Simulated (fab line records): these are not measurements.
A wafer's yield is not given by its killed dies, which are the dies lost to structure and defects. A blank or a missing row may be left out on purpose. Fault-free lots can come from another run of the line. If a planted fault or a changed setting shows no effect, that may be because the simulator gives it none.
Which of the tools did it? :: flow n5-finfet :: 23 lots, 69 wafers sampled, at 4 steps of a route of 1938

== WHAT THE GAUGES READ, wafer by wafer ==
N5_STI_FIN_REVEAL_FIN_H_MEAS_10. Usual: trench-depth-nm reads 52.2 nm (standard deviation 0.87).
lot: L074
measured: day 2 12:30
on: ocd-02
trench-depth-nm (nm): 50.9 50.8 50.1
flag: 

lot: L075
measured: day 2 21:15
on: ocd-02
trench-depth-nm (nm): 52.3 53.9 52.0
flag: 

lot: L076
measured: day 3 00:44
on: ocd-02
trench-depth-nm (nm): 52.7 52.7 52.8
flag: 

lot: L077
measured: day 3 06:57
on: ocd-02
trench-depth-nm (nm): 52.4 52.1 53.1
flag: 

lot: L078
measured: day 3 13:17
on: ocd-02
trench-depth-nm (nm): 52.2 52.2 52.8
flag: 

lot: L079
measured: day 3 19:08
on: ocd-02
trench-depth-nm (nm): 52.5 51.9 54.6
flag: 

lot: L080
measured: day 4 02:06
on: ocd-02
trench-depth-nm (nm): 54.3 53.2 52.3
flag: 

lot: L081
measured: day 4 06:44
on: ocd-02
trench-depth-nm (nm): 52.6 52.5 51.2
flag: 

lot: L082
measured: day 4 12:16
on: ocd-02
trench-depth-nm (nm): 51.8 51.5 51.1
flag: 

lot: L083
measured: day 4 19:27
on: ocd-02
trench-depth-nm (nm): 52.3 52.4 52.2
flag: 

lot: L084
measured: day 5 05:14
on: ocd-02
trench-depth-nm (nm): 51.6 53.2 52.2
flag: 

lot: L085
measured: day 5 07:46
on: ocd-02
trench-depth-nm (nm): 52.8 51.8 52.9
flag: 

lot: L086
measured: day 5 13:40
on: ocd-02
trench-depth-nm (nm): 53.6 53.5 52.1
flag: 

lot: L087
measured: day 5 21:36
on: ocd-02
trench-depth-nm (nm): 52.2 52.1 52.5
flag: 

lot: L089
measured: day 6 06:47
on: ocd-02
trench-depth-nm (nm): 50.9 51.8 50.8
flag: 

lot: L090
measured: day 6 12:11
on: ocd-02
trench-depth-nm (nm): 52.7 52.4 51.5
flag: 

lot: L091
measured: day 6 18:39
on: ocd-02
trench-depth-nm (nm): 51.9 52.3 52.9
flag: 

lot: L092
measured: day 7 01:53
on: ocd-02
trench-depth-nm (nm): 51.9 51.2 51.5
flag: 

lot: L093
measured: day 7 08:13
on: ocd-02
trench-depth-nm (nm): 53.2 51.5 50.7
flag: 

lot: L094
measured: day 7 14:00
on: ocd-02
trench-depth-nm (nm): 52.1 52.5 53.0
flag: 

lot: L095
measured: day 7 20:35
on: ocd-02
trench-depth-nm (nm): 53.1 52.3 52.5
flag: 

lot: L096
measured: day 8 02:17
on: ocd-02
trench-depth-nm (nm): 51.9 51.3 52.2
flag: 

lot: L097
measured: day 8 06:47
on: ocd-01
trench-depth-nm (nm): 51.3 51.0 52.3
flag: 

== TOOL THAT RAN EACH LOT (tool first, then ch and the chambers of the sampled wafers, then the start) ==
lot: L074
N5_FIN_SAQP_STRIP_70: rie-diel-04 ch 0,3, day 2 00:59
N5_FIN_CUT_DESCUM_13: rie-diel-05 ch 0,2,3, day 2 02:58
N5_FIN_CUT_CUT_ETCH_28: rie-si-05 ch 0,1,2, day 2 03:39

lot: L075
N5_FIN_SAQP_STRIP_70: rie-diel-06 ch 0,1,3, day 2 08:30
N5_FIN_CUT_DESCUM_13: rie-diel-05 ch 1,2, day 2 10:38
N5_FIN_CUT_CUT_ETCH_28: rie-si-04 ch 0,1,2, day 2 11:19

lot: L076
N5_FIN_SAQP_STRIP_70: rie-diel-01 ch 0,1,3, day 2 12:44
N5_FIN_CUT_DESCUM_13: rie-diel-03 ch 2,3, day 2 14:27
N5_FIN_CUT_CUT_ETCH_28: rie-si-04 ch 0,1,3, day 2 15:08

lot: L077
N5_FIN_SAQP_STRIP_70: rie-diel-04 ch 2,3, day 2 18:47
N5_FIN_CUT_DESCUM_13: rie-diel-05 ch 0,1,2, day 2 20:36
N5_FIN_CUT_CUT_ETCH_28: rie-si-04 ch 1,2, day 2 21:17

lot: L078
N5_FIN_SAQP_STRIP_70: rie-diel-04 ch 0,1,2, day 3 01:34
N5_FIN_CUT_DESCUM_13: rie-diel-05 ch 1,2,3, day 3 03:18
N5_FIN_CUT_CUT_ETCH_28: rie-si-05 ch 1,2,3, day 3 04:00

lot: L079
N5_FIN_SAQP_STRIP_70: rie-diel-06 ch 1,2,3, day 3 07:15
N5_FIN_CUT_DESCUM_13: rie-diel-05 ch 1,2,3, day 3 09:23
N5_FIN_CUT_CUT_ETCH_28: rie-si-06 ch 0,3, day 3 10:05

lot: L080
N5_FIN_SAQP_STRIP_70: rie-diel-04 ch 0,1,3, day 3 14:28
N5_FIN_CUT_DESCUM_13: rie-diel-05 ch 0,2,3, day 3 16:25
N5_FIN_CUT_CUT_ETCH_28: rie-si-06 ch 0,2, day 3 17:14

lot: L081
N5_FIN_SAQP_STRIP_70: rie-diel-04 ch 1,3, day 3 18:52
N5_FIN_CUT_DESCUM_13: rie-diel-05 ch 0,1,3, day 3 20:37
N5_FIN_CUT_CUT_ETCH_28: rie-si-04 ch 0,1, day 3 21:17

lot: L082
N5_FIN_SAQP_STRIP_70: rie-diel-04 ch 0,1,3, day 4 00:51
N5_FIN_CUT_DESCUM_13: rie-diel-03 ch 0,2,3, day 4 02:36
N5_FIN_CUT_CUT_ETCH_28: rie-si-05 ch 0,1,2, day 4 03:17

lot: L083
N5_FIN_SAQP_STRIP_70: rie-diel-04 ch 0,2,3, day 4 07:07
N5_FIN_CUT_DESCUM_13: rie-diel-02 ch 0,2,3, day 4 09:09
N5_FIN_CUT_CUT_ETCH_28: rie-si-04 ch 0,1,2, day 4 09:50

lot: L084
N5_FIN_SAQP_STRIP_70: rie-diel-06 ch 1,2,3, day 4 13:19
N5_FIN_CUT_DESCUM_13: rie-diel-03 ch 1,2,3, day 4 16:33
N5_FIN_CUT_CUT_ETCH_28: rie-si-06 ch 0,2, day 4 18:28

lot: L085
N5_FIN_SAQP_STRIP_70: rie-diel-06 ch 0,2,3, day 4 19:09
N5_FIN_CUT_DESCUM_13: rie-diel-05 ch 0,1, day 4 21:39
N5_FIN_CUT_CUT_ETCH_28: rie-si-06 ch 0,2,3, day 4 22:20

lot: L086
N5_FIN_SAQP_STRIP_70: rie-diel-06 ch 0,3, day 5 00:50
N5_FIN_CUT_DESCUM_13: rie-diel-02 ch 0,2, day 5 03:04
N5_FIN_CUT_CUT_ETCH_28: rie-si-06 ch 1,2, day 5 04:36

lot: L087
N5_FIN_SAQP_STRIP_70: rie-diel-06 ch 0,2,3, day 5 09:21
N5_FIN_CUT_DESCUM_13: rie-diel-05 ch 0,2, day 5 11:16
N5_FIN_CUT_CUT_ETCH_28: rie-si-04 ch 1,2, day 5 11:58

lot: L089
N5_FIN_SAQP_STRIP_70: rie-diel-06 ch 0,2,3, day 5 19:22
N5_FIN_CUT_DESCUM_13: rie-diel-05 ch 1,2,3, day 5 21:15
N5_FIN_CUT_CUT_ETCH_28: rie-si-06 ch 0,1,3, day 5 21:56

lot: L090
N5_FIN_SAQP_STRIP_70: rie-diel-06 ch 0,1,2, day 6 00:22
N5_FIN_CUT_DESCUM_13: rie-diel-03 ch 2,3, day 6 02:34
N5_FIN_CUT_CUT_ETCH_28: rie-si-06 ch 1,2,3, day 6 03:15

lot: L091
N5_FIN_SAQP_STRIP_70: rie-diel-01 ch 2,3, day 6 06:26
N5_FIN_CUT_DESCUM_13: rie-diel-03 ch 0,1,2, day 6 08:51
N5_FIN_CUT_CUT_ETCH_28: rie-si-04 ch 1,2,3, day 6 09:32

lot: L092
N5_FIN_SAQP_STRIP_70: rie-diel-04 ch 0,1, day 6 13:54
N5_FIN_CUT_DESCUM_13: rie-diel-05 ch 0,1,2, day 6 15:55
N5_FIN_CUT_CUT_ETCH_28: rie-si-04 ch 0,2,3, day 6 16:37

lot: L093
N5_FIN_SAQP_STRIP_70: rie-diel-06 ch 0,2,3, day 6 20:39
N5_FIN_CUT_DESCUM_13: rie-diel-02 ch 1,2,3, day 6 22:35
N5_FIN_CUT_CUT_ETCH_28: rie-si-04 ch 0,3, day 6 23:16

lot: L094
N5_FIN_SAQP_STRIP_70: rie-diel-04 ch 0,1, day 7 01:40
N5_FIN_CUT_DESCUM_13: rie-diel-02 ch 1,2,3, day 7 04:18
N5_FIN_CUT_CUT_ETCH_28: rie-si-06 ch 0,1, day 7 04:59

lot: L095
N5_FIN_SAQP_STRIP_70: rie-diel-06 ch 1,2,3, day 7 08:25
N5_FIN_CUT_DESCUM_13: rie-diel-03 ch 0,1,3, day 7 10:18
N5_FIN_CUT_CUT_ETCH_28: rie-si-04 ch 0,2,3, day 7 10:59

lot: L096
N5_FIN_SAQP_STRIP_70: rie-diel-04 ch 0,1, day 7 14:37
N5_FIN_CUT_DESCUM_13: rie-diel-05 ch 1,2,3, day 7 16:31
N5_FIN_CUT_CUT_ETCH_28: rie-si-05 ch 0,2,3, day 7 17:11

lot: L097
N5_FIN_SAQP_STRIP_70: rie-diel-01 ch 0,1,3, day 7 18:49
N5_FIN_CUT_DESCUM_13: rie-diel-03 ch 1,3, day 7 20:45
N5_FIN_CUT_CUT_ETCH_28: rie-si-05 ch 0,2,3, day 7 21:26
- N5_FIN_SAQP_STRIP_70: strips in N2/H2.
- N5_FIN_CUT_DESCUM_13: chemistry O2, time 7 s.
- N5_FIN_CUT_CUT_ETCH_28: etches Si in HBr/Cl2/O2, target depth 6 nm, time 2.4 s.

== AS READ BY THE TOOLS THEMSELVES (means over the sampled wafers that have a number; for cases with no such wafer, the mark the record gives instead) ==
N5_FIN_SAQP_STRIP_70. Usual: drypump-motor-current-A 5.6 A, standard deviation 0.43; oes-product-au 0.82 a.u., standard deviation 0.094; power-w 500.0 W, standard deviation 1.3; rf-vpp-V 122.0 V, standard deviation 1.1; showerhead-plenum-p-Torr 3.37 Torr, standard deviation 0.099; throttle-valve-pct 18.9 %, standard deviation 0.38.
lot: L074
tool: rie-diel-04
drypump-motor-current-A (A): 5.4
oes-product-au (a.u.): 0.88
power-w (W): 500.5
rf-vpp-V (V): 122.0
showerhead-plenum-p-Torr (Torr): 3.28
throttle-valve-pct (%): 18.6
flag: 

lot: L075
tool: rie-diel-06
drypump-motor-current-A (A): 5.6
oes-product-au (a.u.): 0.72
power-w (W): 500.2
rf-vpp-V (V): 122.4
showerhead-plenum-p-Torr (Torr): 3.33
throttle-valve-pct (%): 18.9
flag: 

lot: L076
tool: rie-diel-01
drypump-motor-current-A (A): 5.6
oes-product-au (a.u.): 0.79
power-w (W): 498.6
rf-vpp-V (V): 121.7
showerhead-plenum-p-Torr (Torr): 3.41
throttle-valve-pct (%): 19.4
flag: 

lot: L077
tool: rie-diel-04
drypump-motor-current-A (A): 5.7
oes-product-au (a.u.): 0.79
power-w (W): 499.8
rf-vpp-V (V): 121.0
showerhead-plenum-p-Torr (Torr): 3.34
throttle-valve-pct (%): 18.7
flag: 

lot: L078
tool: rie-diel-04
drypump-motor-current-A (A): 6.0
oes-product-au (a.u.): 0.76
power-w (W): 501.2
rf-vpp-V (V): 122.5
showerhead-plenum-p-Torr (Torr): 3.38
throttle-valve-pct (%): 18.9
flag: 

lot: L079
tool: rie-diel-06
drypump-motor-current-A (A): 5.8
oes-product-au (a.u.): 0.87
power-w (W): 499.4
rf-vpp-V (V): 121.6
showerhead-plenum-p-Torr (Torr): 3.31
throttle-valve-pct (%): 18.9
flag: 

lot: L080
tool: rie-diel-04
drypump-motor-current-A (A): 5.7
oes-product-au (a.u.): 0.80
power-w (W): 499.8
rf-vpp-V (V): 121.4
showerhead-plenum-p-Torr (Torr): 3.34
throttle-valve-pct (%): 18.9
flag: 

lot: L081
tool: rie-diel-04
drypump-motor-current-A (A): 5.6
oes-product-au (a.u.): 0.75
power-w (W): 500.1
rf-vpp-V (V): 122.2
showerhead-plenum-p-Torr (Torr): 3.41
throttle-valve-pct (%): 19.2
flag: 

lot: L082
tool: rie-diel-04
drypump-motor-current-A (A): 5.7
oes-product-au (a.u.): 0.80
power-w (W): 500.5
rf-vpp-V (V): 122.4
showerhead-plenum-p-Torr (Torr): 3.34
throttle-valve-pct (%): 18.9
flag: 

lot: L083
tool: rie-diel-04
drypump-motor-current-A (A): 5.7
oes-product-au (a.u.): 0.81
power-w (W): 499.2
rf-vpp-V (V): 120.9
showerhead-plenum-p-Torr (Torr): 3.30
throttle-valve-pct (%): 18.6
flag: 

lot: L084
tool: rie-diel-06
drypump-motor-current-A (A): 5.8
oes-product-au (a.u.): 0.85
power-w (W): 500.6
rf-vpp-V (V): 121.2
showerhead-plenum-p-Torr (Torr): 3.30
throttle-valve-pct (%): 18.9
flag: 

lot: L085
tool: rie-diel-06
drypump-motor-current-A (A): 5.4
oes-product-au (a.u.): 0.87
power-w (W): 500.6
rf-vpp-V (V): 122.3
showerhead-plenum-p-Torr (Torr): 3.40
throttle-valve-pct (%): 18.8
flag: 

lot: L086
tool: rie-diel-06
drypump-motor-current-A (A): 5.1
oes-product-au (a.u.): 0.88
power-w (W): 501.0
rf-vpp-V (V): 122.4
showerhead-plenum-p-Torr (Torr): 3.36
throttle-valve-pct (%): 18.9
flag: 

lot: L087
tool: rie-diel-06
drypump-motor-current-A (A): 5.4
oes-product-au (a.u.): 0.86
power-w (W): 500.0
rf-vpp-V (V): 122.4
showerhead-plenum-p-Torr (Torr): 3.40
throttle-valve-pct (%): 18.8
flag: 

lot: L089
tool: rie-diel-06
drypump-motor-current-A (A): 5.3
oes-product-au (a.u.): 0.85
power-w (W): 500.4
rf-vpp-V (V): 122.8
showerhead-plenum-p-Torr (Torr): 3.39
throttle-valve-pct (%): 18.8
flag: 

lot: L090
tool: rie-diel-06
drypump-motor-current-A (A): 5.8
oes-product-au (a.u.): 0.86
power-w (W): 500.2
rf-vpp-V (V): 122.1
showerhead-plenum-p-Torr (Torr): 3.49
throttle-valve-pct (%): 18.6
flag: 

lot: L091
tool: rie-diel-01
drypump-motor-current-A (A): 5.8
oes-product-au (a.u.): 0.84
power-w (W): 498.7
rf-vpp-V (V): 122.2
showerhead-plenum-p-Torr (Torr): 3.29
throttle-valve-pct (%): 18.9
flag: 

lot: L092
tool: rie-diel-04
drypump-motor-current-A (A): 5.9
oes-product-au (a.u.): 0.72
power-w (W): 499.9
rf-vpp-V (V): 123.1
showerhead-plenum-p-Torr (Torr): 3.40
throttle-valve-pct (%): 19.2
flag: 

lot: L093
tool: rie-diel-06
drypump-motor-current-A (A): 5.3
oes-product-au (a.u.): 0.84
power-w (W): 500.3
rf-vpp-V (V): 122.6
showerhead-plenum-p-Torr (Torr): 3.39
throttle-valve-pct (%): 18.8
flag: 

lot: L094
tool: rie-diel-04
drypump-motor-current-A (A): 5.8
oes-product-au (a.u.): 0.72
power-w (W): 500.7
rf-vpp-V (V): 120.7
showerhead-plenum-p-Torr (Torr): 3.40
throttle-valve-pct (%): 19.2
flag: 

lot: L095
tool: rie-diel-06
drypump-motor-current-A (A): 5.8
oes-product-au (a.u.): 0.89
power-w (W): 499.6
rf-vpp-V (V): 122.0
showerhead-plenum-p-Torr (Torr): 3.43
throttle-valve-pct (%): 18.8
flag: 

lot: L096
tool: rie-diel-04
drypump-motor-current-A (A): 5.9
oes-product-au (a.u.): 0.70
power-w (W): 500.5
rf-vpp-V (V): 121.1
showerhead-plenum-p-Torr (Torr): 3.40
throttle-valve-pct (%): 19.2
flag: 

lot: L097
tool: rie-diel-01
drypump-motor-current-A (A): 5.5
oes-product-au (a.u.): 0.74
power-w (W): 500.8
rf-vpp-V (V): 122.2
showerhead-plenum-p-Torr (Torr): 3.39
throttle-valve-pct (%): 19.4
flag: 

N5_FIN_CUT_DESCUM_13. Usual: drypump-motor-current-A 5.8 A, standard deviation 0.58; oes-product-au 0.75 a.u., standard deviation 0.059; rf-vpp-V 243.5 V, standard deviation 1.3; showerhead-plenum-p-Torr 2.12 Torr, standard deviation 0.059; throttle-valve-pct 20.49 %, standard deviation 0.22.
lot: L074
tool: rie-diel-05
drypump-motor-current-A (A): 6.3
oes-product-au (a.u.): 0.79
rf-vpp-V (V): 243.6
showerhead-plenum-p-Torr (Torr): 2.12
throttle-valve-pct (%): 20.41
flag: 

lot: L075
tool: rie-diel-05
drypump-motor-current-A (A): 6.2
oes-product-au (a.u.): 0.78
rf-vpp-V (V): 242.8
showerhead-plenum-p-Torr (Torr): 2.14
throttle-valve-pct (%): 20.50
flag: 

lot: L076
tool: rie-diel-03
drypump-motor-current-A (A): 5.6
oes-product-au (a.u.): 0.73
rf-vpp-V (V): 244.1
showerhead-plenum-p-Torr (Torr): 2.16
throttle-valve-pct (%): 20.58
flag: 

lot: L077
tool: rie-diel-05
drypump-motor-current-A (A): 6.2
oes-product-au (a.u.): 0.78
rf-vpp-V (V): 243.7
showerhead-plenum-p-Torr (Torr): 2.11
throttle-valve-pct (%): 20.39
flag: 

lot: L078
tool: rie-diel-05
drypump-motor-current-A (A): 5.9
oes-product-au (a.u.): 0.76
rf-vpp-V (V): 244.4
showerhead-plenum-p-Torr (Torr): 2.15
throttle-valve-pct (%): 20.51
flag: 

lot: L079
tool: rie-diel-05
drypump-motor-current-A (A): 5.9
oes-product-au (a.u.): 0.75
rf-vpp-V (V): 243.8
showerhead-plenum-p-Torr (Torr): 2.15
throttle-valve-pct (%): 20.53
flag: 

lot: L080
tool: rie-diel-05
drypump-motor-current-A (A): 6.3
oes-product-au (a.u.): 0.78
rf-vpp-V (V): 242.9
showerhead-plenum-p-Torr (Torr): 2.11
throttle-valve-pct (%): 20.42
flag: 

lot: L081
tool: rie-diel-05
drypump-motor-current-A (A): 5.9
oes-product-au (a.u.): 0.75
rf-vpp-V (V): 243.5
showerhead-plenum-p-Torr (Torr): 2.12
throttle-valve-pct (%): 20.39
flag: 

lot: L082
tool: rie-diel-03
drypump-motor-current-A (A): 5.6
oes-product-au (a.u.): 0.72
rf-vpp-V (V): 243.9
showerhead-plenum-p-Torr (Torr): 2.12
throttle-valve-pct (%): 20.64
flag: 

lot: L083
tool: rie-diel-02
drypump-motor-current-A (A): 5.8
oes-product-au (a.u.): 0.71
rf-vpp-V (V): 243.4
showerhead-plenum-p-Torr (Torr): 2.10
throttle-valve-pct (%): 20.30
flag: 

lot: L084
tool: rie-diel-03
drypump-motor-current-A (A): 5.4
oes-product-au (a.u.): 0.73
rf-vpp-V (V): 245.1
showerhead-plenum-p-Torr (Torr): 2.14
throttle-valve-pct (%): 20.67
flag: 

lot: L085
tool: rie-diel-05
drypump-motor-current-A (A): 5.7
oes-product-au (a.u.): 0.74
rf-vpp-V (V): 242.5
showerhead-plenum-p-Torr (Torr): 2.12
throttle-valve-pct (%): 20.37
flag: 

lot: L086
tool: rie-diel-02
drypump-motor-current-A (A): 5.4
oes-product-au (a.u.): 0.72
rf-vpp-V (V): 243.3
showerhead-plenum-p-Torr (Torr): 2.08
throttle-valve-pct (%): 20.18
flag: 

lot: L087
tool: rie-diel-05
drypump-motor-current-A (A): 6.6
oes-product-au (a.u.): 0.79
rf-vpp-V (V): 242.7
showerhead-plenum-p-Torr (Torr): 2.07
throttle-valve-pct (%): 20.31
flag: 

lot: L089
tool: rie-diel-05
drypump-motor-current-A (A): 5.9
oes-product-au (a.u.): 0.74
rf-vpp-V (V): 244.0
showerhead-plenum-p-Torr (Torr): 2.14
throttle-valve-pct (%): 20.56
flag: 

lot: L090
tool: rie-diel-03
drypump-motor-current-A (A): 5.2
oes-product-au (a.u.): 0.73
rf-vpp-V (V): 243.8
showerhead-plenum-p-Torr (Torr): 2.17
throttle-valve-pct (%): 20.54
flag: 

lot: L091
tool: rie-diel-03
drypump-motor-current-A (A): 5.8
oes-product-au (a.u.): 0.71
rf-vpp-V (V): 242.7
showerhead-plenum-p-Torr (Torr): 2.09
throttle-valve-pct (%): 20.79
flag: 

lot: L092
tool: rie-diel-05
drypump-motor-current-A (A): 6.2
oes-product-au (a.u.): 0.75
rf-vpp-V (V): 243.7
showerhead-plenum-p-Torr (Torr): 2.10
throttle-valve-pct (%): 20.43
flag: 

lot: L093
tool: rie-diel-02
drypump-motor-current-A (A): 6.1
oes-product-au (a.u.): 0.74
rf-vpp-V (V): 243.5
showerhead-plenum-p-Torr (Torr): 2.10
throttle-valve-pct (%): 20.34
flag: 

lot: L094
tool: rie-diel-02
drypump-motor-current-A (A): 6.1
oes-product-au (a.u.): 0.74
rf-vpp-V (V): 242.1
showerhead-plenum-p-Torr (Torr): 2.10
throttle-valve-pct (%): 20.33
flag: 

lot: L095
tool: rie-diel-03
drypump-motor-current-A (A): 5.3
oes-product-au (a.u.): 0.83
rf-vpp-V (V): 244.5
showerhead-plenum-p-Torr (Torr): 2.10
throttle-valve-pct (%): 20.55
flag: 

lot: L096
tool: rie-diel-05
drypump-motor-current-A (A): 5.9
oes-product-au (a.u.): 0.72
rf-vpp-V (V): 244.4
showerhead-plenum-p-Torr (Torr): 2.14
throttle-valve-pct (%): 20.56
flag: 

lot: L097
tool: rie-diel-03
drypump-motor-current-A (A): 5.0
oes-product-au (a.u.): 0.74
rf-vpp-V (V): 244.3
showerhead-plenum-p-Torr (Torr): 2.15
throttle-valve-pct (%): 20.65
flag: 

N5_FIN_CUT_CUT_ETCH_28. Usual: drypump-motor-current-A 5.7 A, standard deviation 0.32; oes-product-au 0.994 a.u., standard deviation 0.014; throttle-valve-pct 37.1 %, standard deviation 0.62.
lot: L074
tool: rie-si-05
drypump-motor-current-A (A): 5.8
oes-product-au (a.u.): 0.995
throttle-valve-pct (%): 38.0
flag: 

lot: L075
tool: rie-si-04
drypump-motor-current-A (A): 5.5
oes-product-au (a.u.): 0.993
throttle-valve-pct (%): 36.9
flag: 

lot: L076
tool: rie-si-04
drypump-motor-current-A (A): 5.7
oes-product-au (a.u.): 0.995
throttle-valve-pct (%): 36.4
flag: 

lot: L077
tool: rie-si-04
drypump-motor-current-A (A): 5.5
oes-product-au (a.u.): 0.986
throttle-valve-pct (%): 37.1
flag: 

lot: L078
tool: rie-si-05
drypump-motor-current-A (A): 5.5
oes-product-au (a.u.): 1.007
throttle-valve-pct (%): 37.6
flag: 

lot: L079
tool: rie-si-06
drypump-motor-current-A (A): 5.8
oes-product-au (a.u.): 1.000
throttle-valve-pct (%): 37.0
flag: 

lot: L080
tool: rie-si-06
drypump-motor-current-A (A): 5.7
oes-product-au (a.u.): 0.987
throttle-valve-pct (%): 37.0
flag: 

lot: L081
tool: rie-si-04
drypump-motor-current-A (A): 5.8
oes-product-au (a.u.): 0.991
throttle-valve-pct (%): 36.6
flag: 

lot: L082
tool: rie-si-05
drypump-motor-current-A (A): 5.8
oes-product-au (a.u.): 0.991
throttle-valve-pct (%): 38.0
flag: 

lot: L083
tool: rie-si-04
drypump-motor-current-A (A): 5.5
oes-product-au (a.u.): 0.996
throttle-valve-pct (%): 36.9
flag: 

lot: L084
tool: rie-si-06
drypump-motor-current-A (A): 5.7
oes-product-au (a.u.): 0.985
throttle-valve-pct (%): 37.0
flag: 

lot: L085
tool: rie-si-06
drypump-motor-current-A (A): 5.7
oes-product-au (a.u.): 0.995
throttle-valve-pct (%): 37.1
flag: 

lot: L086
tool: rie-si-06
drypump-motor-current-A (A): 5.9
oes-product-au (a.u.): 0.985
throttle-valve-pct (%): 37.3
flag: 

lot: L087
tool: rie-si-04
drypump-motor-current-A (A): 5.3
oes-product-au (a.u.): 0.987
throttle-valve-pct (%): 37.4
flag: 

lot: L089
tool: rie-si-06
drypump-motor-current-A (A): 5.9
oes-product-au (a.u.): 1.000
throttle-valve-pct (%): 37.2
flag: 

lot: L090
tool: rie-si-06
drypump-motor-current-A (A): 5.8
oes-product-au (a.u.): 0.990
throttle-valve-pct (%): 37.3
flag: 

lot: L091
tool: rie-si-04
drypump-motor-current-A (A): 5.4
oes-product-au (a.u.): 0.992
throttle-valve-pct (%): 36.9
flag: 

lot: L092
tool: rie-si-04
drypump-motor-current-A (A): 5.4
oes-product-au (a.u.): 1.007
throttle-valve-pct (%): 36.7
flag: 

lot: L093
tool: rie-si-04
drypump-motor-current-A (A): 5.6
oes-product-au (a.u.): 1.005
throttle-valve-pct (%): 36.2
flag: 

lot: L094
tool: rie-si-06
drypump-motor-current-A (A): 5.9
oes-product-au (a.u.): 1.001
throttle-valve-pct (%): 37.0
flag: 

lot: L095
tool: rie-si-04
drypump-motor-current-A (A): 5.4
oes-product-au (a.u.): 0.999
throttle-valve-pct (%): 36.7
flag: 

lot: L096
tool: rie-si-05
drypump-motor-current-A (A): 5.6
oes-product-au (a.u.): 0.993
throttle-valve-pct (%): 37.8
flag: 

lot: L097
tool: rie-si-05
drypump-motor-current-A (A): 5.6
oes-product-au (a.u.): 0.995
throttle-valve-pct (%): 37.8
flag: 

== THE ANSWER, worked out from the rows above alone ==
Rule: a lot is off if the mean of its wafers that have a number lies more than 3 standard deviations from the usual mean. A lot without any number at a reading at which 4 lots or more have one is off too. The other lots that the step has rows for count as sound. After the gauges, taken in route order, come the tools' own readings; for these a lot's mean is taken, as printed above. At the first step where some lot is off, the reading lying furthest off is the one used; lots without a number count as furthest.
No lot is off at any reading shown: from this, nothing can be told.

== WHAT THE SIMULATOR HAD INSERTED ==
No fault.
